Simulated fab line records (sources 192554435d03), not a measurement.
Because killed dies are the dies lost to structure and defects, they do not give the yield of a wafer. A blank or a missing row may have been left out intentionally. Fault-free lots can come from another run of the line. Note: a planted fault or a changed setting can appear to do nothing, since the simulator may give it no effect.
Split-lot experiment || flow n5_finfet || 21 wafers read across 7 lots, on a route 1938 steps long

## SPLIT DETAILS
At N5_BEOL_M1_COAT_05 (resist thk 30 nm), the setting spin_rpm was moved away from the recipe's 1500 rpm on 7 of the 21 wafers read, by -9.3% to +8.8%. The other wafers ran this setting at the recipe's value.

## FROM THE SPLIT TO THE READING: what the file shows between them, 2 steps
- N5_BEOL_M1_EBR_07
- N5_BEOL_M1_SOFTBAKE_06: time 60 s

## THE READING
CAR-EUV_of_BEOL_M1_COAT_05.thk_nm (the simulator's own value, which no gauge read), in nm, at N5_BEOL_M1_DESCUM_16 (chemistry O2, time 7 s). No usual value for it is given in the file. Average 26.1 nm, standard deviation 0.12 nm, over the 14 wafers here run with the recipe.

{"wafer": "L074.1", "tool, chamber at the split": "litho_track-04, 0", "spin_rpm as run, rpm": 1500, "against the recipe": "recipe", "CAR-EUV_of_BEOL_M1_COAT_05.thk_nm, nm": 26.2, "against lot-mates on the recipe": "-"}
{"wafer": "L074.4", "tool, chamber at the split": "litho_track-04, 0", "spin_rpm as run, rpm": 1500, "against the recipe": "recipe", "CAR-EUV_of_BEOL_M1_COAT_05.thk_nm, nm": 26.2, "against lot-mates on the recipe": "-"}
{"wafer": "L074.3", "tool, chamber at the split": "litho_track-04, 0", "spin_rpm as run, rpm": 1420, "against the recipe": "-5.3%", "CAR-EUV_of_BEOL_M1_COAT_05.thk_nm, nm": 27, "against lot-mates on the recipe": "+0.8"}
{"wafer": "L079.1", "tool, chamber at the split": "litho_track-04, 0", "spin_rpm as run, rpm": 1413, "against the recipe": "-5.8%", "CAR-EUV_of_BEOL_M1_COAT_05.thk_nm, nm": 27.2, "against lot-mates on the recipe": "+1.0"}
{"wafer": "L079.2", "tool, chamber at the split": "litho_track-04, 0", "spin_rpm as run, rpm": 1500, "against the recipe": "recipe", "CAR-EUV_of_BEOL_M1_COAT_05.thk_nm, nm": 26.2, "against lot-mates on the recipe": "-"}
{"wafer": "L079.5", "tool, chamber at the split": "litho_track-04, 0", "spin_rpm as run, rpm": 1500, "against the recipe": "recipe", "CAR-EUV_of_BEOL_M1_COAT_05.thk_nm, nm": 26.2, "against lot-mates on the recipe": "-"}
{"wafer": "L084.3", "tool, chamber at the split": "litho_track-02, 0", "spin_rpm as run, rpm": 1360, "against the recipe": "-9.3%", "CAR-EUV_of_BEOL_M1_COAT_05.thk_nm, nm": 27.6, "against lot-mates on the recipe": "+1.5"}
{"wafer": "L084.4", "tool, chamber at the split": "litho_track-02, 0", "spin_rpm as run, rpm": 1500, "against the recipe": "recipe", "CAR-EUV_of_BEOL_M1_COAT_05.thk_nm, nm": 26.2, "against lot-mates on the recipe": "-"}
{"wafer": "L084.6", "tool, chamber at the split": "litho_track-02, 0", "spin_rpm as run, rpm": 1500, "against the recipe": "recipe", "CAR-EUV_of_BEOL_M1_COAT_05.thk_nm, nm": 26, "against lot-mates on the recipe": "-"}
{"wafer": "L087.2", "tool, chamber at the split": "litho_track-02, 0", "spin_rpm as run, rpm": 1500, "against the recipe": "recipe", "CAR-EUV_of_BEOL_M1_COAT_05.thk_nm, nm": 26, "against lot-mates on the recipe": "-"}
{"wafer": "L087.6", "tool, chamber at the split": "litho_track-02, 0", "spin_rpm as run, rpm": 1500, "against the recipe": "recipe", "CAR-EUV_of_BEOL_M1_COAT_05.thk_nm, nm": 26, "against lot-mates on the recipe": "-"}
{"wafer": "L087.4", "tool, chamber at the split": "litho_track-02, 0", "spin_rpm as run, rpm": 1500, "against the recipe": "recipe", "CAR-EUV_of_BEOL_M1_COAT_05.thk_nm, nm": 26.2, "against lot-mates on the recipe": "-"}
{"wafer": "L088.2", "tool, chamber at the split": "litho_track-01, 0", "spin_rpm as run, rpm": 1500, "against the recipe": "recipe", "CAR-EUV_of_BEOL_M1_COAT_05.thk_nm, nm": 25.8, "against lot-mates on the recipe": "-"}
{"wafer": "L088.5", "tool, chamber at the split": "litho_track-01, 0", "spin_rpm as run, rpm": 1553, "against the recipe": "+3.5%", "CAR-EUV_of_BEOL_M1_COAT_05.thk_nm, nm": 25.4, "against lot-mates on the recipe": -0.5}
{"wafer": "L088.6", "tool, chamber at the split": "litho_track-01, 0", "spin_rpm as run, rpm": 1500, "against the recipe": "recipe", "CAR-EUV_of_BEOL_M1_COAT_05.thk_nm, nm": 26, "against lot-mates on the recipe": "-"}
{"wafer": "L089.1", "tool, chamber at the split": "litho_track-04, 0", "spin_rpm as run, rpm": 1500, "against the recipe": "recipe", "CAR-EUV_of_BEOL_M1_COAT_05.thk_nm, nm": 26, "against lot-mates on the recipe": "-"}
{"wafer": "L089.2", "tool, chamber at the split": "litho_track-04, 0", "spin_rpm as run, rpm": 1632, "against the recipe": "+8.8%", "CAR-EUV_of_BEOL_M1_COAT_05.thk_nm, nm": 24.8, "against lot-mates on the recipe": -1.2}
{"wafer": "L089.6", "tool, chamber at the split": "litho_track-04, 0", "spin_rpm as run, rpm": 1632, "against the recipe": "+8.8%", "CAR-EUV_of_BEOL_M1_COAT_05.thk_nm, nm": 24.6, "against lot-mates on the recipe": -1.4}
{"wafer": "L091.3", "tool, chamber at the split": "litho_track-01, 0", "spin_rpm as run, rpm": 1500, "against the recipe": "recipe", "CAR-EUV_of_BEOL_M1_COAT_05.thk_nm, nm": 26, "against lot-mates on the recipe": "-"}
{"wafer": "L091.4", "tool, chamber at the split": "litho_track-01, 0", "spin_rpm as run, rpm": 1500, "against the recipe": "recipe", "CAR-EUV_of_BEOL_M1_COAT_05.thk_nm, nm": 26, "against lot-mates on the recipe": "-"}
{"wafer": "L091.6", "tool, chamber at the split": "litho_track-01, 0", "spin_rpm as run, rpm": 1407, "against the recipe": "-6.2%", "CAR-EUV_of_BEOL_M1_COAT_05.thk_nm, nm": 27, "against lot-mates on the recipe": "+1.0"}

FIT RESULTS
A straight line over all 21 wafers: CAR-EUV_of_BEOL_M1_COAT_05.thk_nm changes by -0.163 nm for each +1% of spin_rpm; r = -0.99; the points scatter about the line by 0.12 nm.
The same after taking each lot's own level away (the mean of its wafers on the recipe; 21 wafers): -0.154 nm for each +1%; r = -0.99; scatter 0.075 nm.
That fit puts the effect of the largest move of spin_rpm on the reading at 1.4 nm.
Across the lots, their own levels run from 25.90 to 26.20 nm, a range of 2.5 times the standard deviation given above.
The two slopes agree, so the slope changes little with the lot-to-lot level.
Check: with one of the wafers moved furthest among these (-9.3%) left out of the fit, the line predicts +1.44 nm for it against its lot-mates. Against them it came out at +1.5 nm.

## THESE WAFERS: OTHER SPLITS
Note: prior to the reading, these wafers also went through further splits. Each is held against what the fit with the lots' levels taken away leaves over:
{"other split on the same wafers": "N5_MOL_CONTACT_COAG_CMP_28 down_force_psi", "wafers away from the commonest value": 5, "r with CAR-EUV_of_BEOL_M1_COAT_05.thk_nm (lot level and that fit taken away)": -0.08}
{"other split on the same wafers": "N5_MOL_CONTACT_COAG_COAT_76 spin_rpm", "wafers away from the commonest value": 6, "r with CAR-EUV_of_BEOL_M1_COAT_05.thk_nm (lot level and that fit taken away)": "+0.19"}
{"other split on the same wafers": "N5_BEOL_M0_SAQP_ETCH_88 source_w", "wafers away from the commonest value": 8, "r with CAR-EUV_of_BEOL_M1_COAT_05.thk_nm (lot level and that fit taken away)": -0.23}
{"other split on the same wafers": "N5_BEOL_M1_PECVD_72 time_s", "wafers away from the commonest value": 3, "r with CAR-EUV_of_BEOL_M1_COAT_05.thk_nm (lot level and that fit taken away)": "+0.34"}

## THE WHOLE CHAIN: every reading that the file lists as answering this split, in the file's order
{"step": "N5_BEOL_M1_COAT_05", "what it does": "resist thk 30 nm", "reading": "CAR-EUV_of_BEOL_M1_COAT_05.thk_nm (the simulator's own value, which no gauge read)", "change (the file's fit)": "-0.153 nm for each +1% of the setting", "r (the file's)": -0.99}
{"step": "N5_BEOL_M1_DESCUM_16", "what it does": "chemistry O2, time 7 s", "reading": "CAR-EUV_of_BEOL_M1_COAT_05.thk_nm (the simulator's own value, which no gauge read)", "change (the file's fit)": "-0.157 nm for each +1% of the setting", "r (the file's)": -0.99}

## THE FILE'S OWN FIT
CAR-EUV_of_BEOL_M1_COAT_05.thk_nm changes by -0.157 nm for each +1% of spin_rpm, r = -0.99.
